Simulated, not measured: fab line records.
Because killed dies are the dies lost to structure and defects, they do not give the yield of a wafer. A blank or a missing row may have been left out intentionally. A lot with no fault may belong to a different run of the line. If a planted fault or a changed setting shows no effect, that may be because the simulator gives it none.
Check of tool commonality | flow nand-harc | 12 lots, 36 wafers sampled

== WHY THIS WAS OPENED ==
Flagged at NHARC_A_SGD_CUT_CD_MEAS_09: reading cd-nm, on 3 of 12 lots. Fault-free wafers read 100.1 nm, with a standard deviation of 0.43.
Rule: a lot is flagged when every wafer of it that has a number lies more than 4 standard deviations from that mean, or none has a number. As for the other lots, they are considered sound.

lot  | measured     | on        | cd-nm (nm), wafer by wafer | flag
L381 | day 19 11:31 | cd-sem-01 | 100.2 99.7 99.9            |
L382 | day 19 23:57 | cd-sem-01 | 100.4 99.5 100.1           |
L383 | day 20 09:40 | cd-sem-01 | 100.0 99.8 100.0           |
L385 | day 20 18:23 | cd-sem-02 | 100.0 100.1 99.4           |
L387 | day 21 21:31 | cd-sem-03 | 99.8 100.0 100.4           |
L388 | day 22 12:17 | cd-sem-02 | 100.5 100.2 100.1          |
L391 | day 24 00:18 | cd-sem-02 | 113.2 113.2 113.5          | FLAGGED
L397 | day 25 21:31 | cd-sem-01 | 99.5 100.3 99.9            |
L398 | day 26 20:25 | cd-sem-03 | 110.7 110.7 110.0          | FLAGGED
L399 | day 27 12:38 | cd-sem-01 | 106.7 106.4 106.5          | FLAGGED
L402 | day 27 12:53 | cd-sem-03 | 100.6 100.2 100.3          |
L403 | day 29 00:55 | cd-sem-01 | 100.2 100.8 100.1          |
On average the flagged lots' numbers are 110.1 nm, which is +10.0 nm against the usual, or +23 standard deviations.

== EACH LOT AND THE TOOL IT RAN ON ==
Before the reading, the record contains 3 process steps out of a 1302-step route. Each cell gives the tool, then ch followed by the chambers the sampled wafers passed through, then the start.
lot  | flag    | NHARC_A_STAIRCASE_ETCH_444         | NHARC_A_STAIRCASE_CMP_450     | NHARC_A_SGD_CUT_EXPOSE_06
L381 |         | rie-diel-05 ch 1,2,3, day 19 03:35 | cmp-01 ch 1,2,3, day 19 08:49 | arfi-scanner-02 ch 0, day 19 11:22
L382 |         | rie-diel-05 ch 1,2,3, day 19 16:17 | cmp-04 ch 1,2,3, day 19 21:29 | arfi-scanner-02 ch 0, day 19 23:49
L383 |         | rie-diel-01 ch 2,3, day 20 01:56   | cmp-04 ch 0,1,3, day 20 06:41 | arfi-scanner-01 ch 0, day 20 09:31
L385 |         | rie-diel-10 ch 1,2,3, day 20 12:03 | cmp-02 ch 2,3, day 20 15:49   | arfi-scanner-02 ch 0, day 20 18:16
L387 |         | rie-diel-10 ch 0,1,2, day 21 13:26 | cmp-02 ch 1,2,3, day 21 18:56 | arfi-scanner-03 ch 0, day 21 21:23
L388 |         | rie-diel-01 ch 1,2,3, day 22 04:28 | cmp-04 ch 1,2,3, day 22 09:42 | arfi-scanner-01 ch 0, day 22 12:09
L391 | FLAGGED | rie-diel-10 ch 1,2,3, day 23 17:24 | cmp-02 ch 1,2, day 23 21:42   | arfi-scanner-01 ch 0, day 24 00:10
L397 |         | rie-diel-01 ch 1,2,3, day 25 14:21 | cmp-02 ch 1,2,3, day 25 19:04 | arfi-scanner-03 ch 0, day 25 21:22
L398 | FLAGGED | rie-diel-05 ch 0,1,3, day 26 12:33 | cmp-02 ch 0,2,3, day 26 17:47 | arfi-scanner-01 ch 0, day 26 20:17
L399 | FLAGGED | rie-diel-01 ch 0,3, day 27 05:26   | cmp-02 ch 0,3, day 27 10:08   | arfi-scanner-01 ch 0, day 27 12:30
L402 |         | rie-diel-10 ch 1,2,3, day 27 05:55 | cmp-01 ch 1,2,3, day 27 10:11 | arfi-scanner-02 ch 0, day 27 12:44
L403 |         | rie-diel-05 ch 0,1,2, day 28 16:59 | cmp-02 ch 1,2,3, day 28 22:10 | arfi-scanner-02 ch 0, day 29 00:46
What these steps do:
- NHARC_A_STAIRCASE_ETCH_444: etches the open film in C4F8/O2, target depth 20400 nm, time 6800 s.
- NHARC_A_STAIRCASE_CMP_450: polishes SiO2, target thk 200 nm.
- NHARC_A_SGD_CUT_EXPOSE_06: exposes mask SGD.
- NHARC_A_SGD_CUT_CD_MEAS_09: target cd 100 nm.

== FLAGGED AGAINST TOTAL, ONE TOOL AT A TIME (gauges that did the reading follow at the end) ==
step                       | tool            | lots run | flagged | share of the flagged lots | sound lots run after its first flagged lot
NHARC_A_STAIRCASE_ETCH_444 | rie-diel-01     | 4        | 1       | some                      | 0
NHARC_A_STAIRCASE_ETCH_444 | rie-diel-05     | 4        | 1       | some                      | 1 (L403)
NHARC_A_STAIRCASE_ETCH_444 | rie-diel-10     | 4        | 1       | some                      | 1 (L402)
NHARC_A_STAIRCASE_CMP_450  | cmp-01          | 2        | 0       | none                      | -
NHARC_A_STAIRCASE_CMP_450  | cmp-02          | 7        | 3       | all                       | 2 (L397,L403)
NHARC_A_STAIRCASE_CMP_450  | cmp-04          | 3        | 0       | none                      | -
NHARC_A_SGD_CUT_EXPOSE_06  | arfi-scanner-01 | 5        | 3       | all                       | 0
NHARC_A_SGD_CUT_EXPOSE_06  | arfi-scanner-02 | 5        | 0       | none                      | -
NHARC_A_SGD_CUT_EXPOSE_06  | arfi-scanner-03 | 2        | 0       | none                      | -
NHARC_A_SGD_CUT_CD_MEAS_09 | cd-sem-01       | 6        | 1       | some                      | 1 (L403)
NHARC_A_SGD_CUT_CD_MEAS_09 | cd-sem-02       | 3        | 1       | some                      | 0
NHARC_A_SGD_CUT_CD_MEAS_09 | cd-sem-03       | 3        | 1       | some                      | 1 (L402)

== WHAT THE TABLE ALLOWS ==
Rows of the table that ran all the flagged lots, 2 in number: cmp-02 at NHARC_A_STAIRCASE_CMP_450; arfi-scanner-01 at NHARC_A_SGD_CUT_EXPOSE_06.
- cmp-02 at NHARC_A_STAIRCASE_CMP_450 ran 7 lots, 3 of them flagged. After the first flagged lot (L397, L403), sound lots still ran on it; a lasting fault on the whole tool would not permit that.
- arfi-scanner-01 at NHARC_A_SGD_CUT_EXPOSE_06 ran 5 lots, 3 of them flagged. Its last sound lot is L388 (day 22 12:09), its first flagged lot L391 (day 24 00:10): a fault that began between those two fits. Its own readings (exposure-dose-mJ-cm2) fall more than 4 standard deviations out on all wafers of the flagged lots.
Just one tool remains: arfi-scanner-01 at NHARC_A_SGD_CUT_EXPOSE_06.

== WHAT THE SIMULATOR PUT IN ==
Process parameters drifting: arfi-scanner-01 at NHARC_A_SGD_CUT_EXPOSE_06, beginning at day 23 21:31. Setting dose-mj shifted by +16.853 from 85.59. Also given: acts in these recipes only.
Struck lots among those shown: L391, L398, L399. The rule above reached the same finding.
